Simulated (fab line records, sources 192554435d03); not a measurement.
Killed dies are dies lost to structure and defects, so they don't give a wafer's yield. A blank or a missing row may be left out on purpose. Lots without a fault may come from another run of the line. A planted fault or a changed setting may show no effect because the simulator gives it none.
One fault seen from 2 desks | flow n5_finfet | each desk has only its own numbers; what lay behind them comes last

THE METROLOGY DESK
What the gauges read, lot by lot, whatever tool the lot ran on: means of the sampled wafers that have a number. A lot is out of limits, marked OUT, if its mean lies more than 4 standard deviations from the usual mean; the brackets give that distance. Of its 10 readings 7 are shown: those that lie furthest out on some lot.
Columns: A = DIBL_N at N5_BEOL_M4_RC_MEAS_101, usual 36.0 mV/V; B = DIBL_P at N5_BEOL_M4_RC_MEAS_101, usual 36.0 mV/V; C = IOFF_N at N5_BEOL_M4_RC_MEAS_101, usual 0.156 nA/um; D = ION_N at N5_BEOL_M4_RC_MEAS_101, usual 673 uA/um; E = SS_P at N5_BEOL_M4_RC_MEAS_101, usual 73.3 mV/dec; F = VT_N at N5_BEOL_M4_RC_MEAS_101, usual 250 mV; G = VT_P at N5_BEOL_M4_RC_MEAS_101, usual -250 mV
lot  | first seen here | A    | B    | C     | D   | E    | F   | G
L488 | day 8 13:30     | 35.7 | 37.4 | 0.154 | 670 | 73.0 | 251 | -247
L490 | day 9 11:20     | 38.1 | 37.5 | 0.173 | 667 | 74.4 | 252 | -251
L492 | day 9 16:02     | 36.3 | 35.5 | 0.161 | 674 | 73.8 | 250 | -249
L491 | day 9 17:29     | 37.4 | 36.3 | 0.173 | 677 | 73.3 | 247 | -250
L499 | day 11 14:01    | 36.0 | 36.8 | 0.170 | 680 | 73.9 | 248 | -253
L503 | day 13 01:37    | 34.9 | 34.7 | 0.129 | 664 | 72.7 | 253 | -251
L505 | day 13 08:37    | 34.3 | 34.2 | 0.139 | 673 | 73.1 | 250 | -247
L506 | day 13 10:40    | 35.7 | 36.0 | 0.146 | 677 | 72.8 | 251 | -254
L504 | day 13 12:47    | 38.0 | 37.7 | 0.196 | 684 | 74.0 | 247 | -251
This desk's finding: nothing out of limits on any of the 9 lots.

THE TOOL OWNER'S DESK: pecvd-01
The tool's own readings at N5_BEOL_M4_PECVD_72 (deposits SiO2 from TEOS/O2, target thk 16 nm, time 18 s): means of the sampled wafers that have a number, for each lot that ran on this tool. A lot is out of limits, marked OUT, if its mean lies more than 4 standard deviations from the usual mean; the brackets give that distance.
Columns: A = heater_power_outer_w at N5_BEOL_M4_PECVD_72, usual 428 W; B = heater_power_w at N5_BEOL_M4_PECVD_72, usual 730 W; C = showerhead_plenum_p_Torr at N5_BEOL_M4_PECVD_72, usual 8.75 Torr; D = throttle_valve_pct at N5_BEOL_M4_PECVD_72, usual 21.9 %
lot  | first seen here | A   | B   | C    | D
L488 | day 8 04:25     | 371 | 660 | 8.68 | 22.8
L490 | day 9 03:02     | 398 | 687 | 8.73 | 20.8
L499 | day 11 02:06    | 398 | 694 | 8.68 | 22.7
L503 | day 12 06:18    | 366 | 649 | 8.69 | 22.5
This desk's finding: nothing out of limits on any of the 4 lots.

PUT TOGETHER
The metrology desk saw nothing out of limits.
The tool owner's desk saw nothing out of limits.

WHAT THE SIMULATOR HAD PUT IN
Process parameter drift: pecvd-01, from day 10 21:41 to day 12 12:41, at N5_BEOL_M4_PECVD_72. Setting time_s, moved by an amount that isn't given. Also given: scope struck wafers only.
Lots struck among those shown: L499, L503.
